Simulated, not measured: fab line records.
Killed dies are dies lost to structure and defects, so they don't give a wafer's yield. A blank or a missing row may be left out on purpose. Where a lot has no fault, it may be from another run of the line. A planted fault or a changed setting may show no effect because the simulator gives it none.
Problem report, 8D (eight disciplines) form, completed by code ; flow n5Finfet ; the parts of the form that need people (team, actions taken, sign-off) are left out

== 1. THE PROBLEM ==
Wafers without a fault read 1499.9 rpm, standard deviation 0.79; spinSpeedRpm at N5_BEOL_M7_COAT_63 reads a mean of 1603.6 rpm on 6 wafers belonging to 2 lots. That is +99 or more standard deviations from the usual mean.
The step: time 60 s, resist thk 60 nm.
First seen on wafer L928.2, day 13 09:04, on lithoTrack-02. At this step, 33 wafers from 11 lots have a number in the record. The rule behind "out" and "out of limits": a value lying over 4 standard deviations away from the usual mean. All remaining wafers that have a number are taken as sound.

== 2. WHAT IT IS; WHAT IT IS NOT ==
question;is;is not
which readings at this step;spinSpeedRpm;dispensePressureKPa
which lots;L925, L928;L912, L913, L915, L917, L919, L920, L929, L930, L931
which wafers of those lots;all that have a number;-
read on which tools;lithoTrack-02;lithoTrack-01, lithoTrack-04
when;from day 13 09:04;"up to then (18 sound wafers); but 9 sound wafers of L929, L930, L931 came after"

== 3. SUSPECTS, AND WHAT RULES EACH OUT ==
Counting: any tool at a process step up to the reading is kept as a suspect provided that every lot that is out went through it and no sound lot did after the first of them.
- rieDiel-05 at N5_BEOL_M7_ETCH_62 (etches SOC in N2/H2, target depth 110 nm, overetch 22 nm, time 165 s): kept. All lots that are out passed through it, beginning with L928 at day 13 07:10, and no sound lot followed; its final sound lot before that point was L919 at day 11 11:43.
- lithoTrack-02 at N5_BEOL_M7_COAT_63 (time 60 s, resist thk 60 nm): kept. All lots that are out passed through it, beginning with L928 at day 13 09:04, and no sound lot followed; its final sound lot before that point was L920 at day 11 20:19. On those wafers its own readings are out: spinSpeedRpm.
The count leaves lithoTrack-02 at N5_BEOL_M7_COAT_63 and rieDiel-05 at N5_BEOL_M7_ETCH_62.

== 4. THE CAUSE (what the simulator had put in) ==
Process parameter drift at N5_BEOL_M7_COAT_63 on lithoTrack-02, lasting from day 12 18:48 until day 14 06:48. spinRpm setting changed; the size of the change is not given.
2 suspects survive the count, and this tool is in that group.

== 5. SEQUENCE OF EFFECTS, ordered by route ==
Rows list readings where the struck wafers' mean (over those with a number) sits beyond 3 standard deviations from the usual. Readings are gone through only where the record gives a usual standard deviation; hours: the median, over the lots, of the time from a lot's start at the first step in this table giving one to that lot's start at this step; sigmas: the change measured in usual standard deviations.
hours;step;reading;usual;on struck wafers;change;sigmas
0;N5_BEOL_M7_COAT_63;spinSpeedRpm;1499.9 rpm;1603.6;+103.7;+99 or more
Here are the process steps it includes:
- N5_BEOL_M7_COAT_63: time 60 s, resist thk 60 nm.
Later steps that measure or inspect, where all struck wafers having a row at the step show a number for every such reading and not one has moved that far: N5_BEOL_M7_OVL_MEAS_29.

== 6. HOW IT WOULD HAVE BEEN CAUGHT EARLIER ==
14 hours passed between the start of the fault at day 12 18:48 and the first reading out of limits in this record, taken at day 13 09:04.
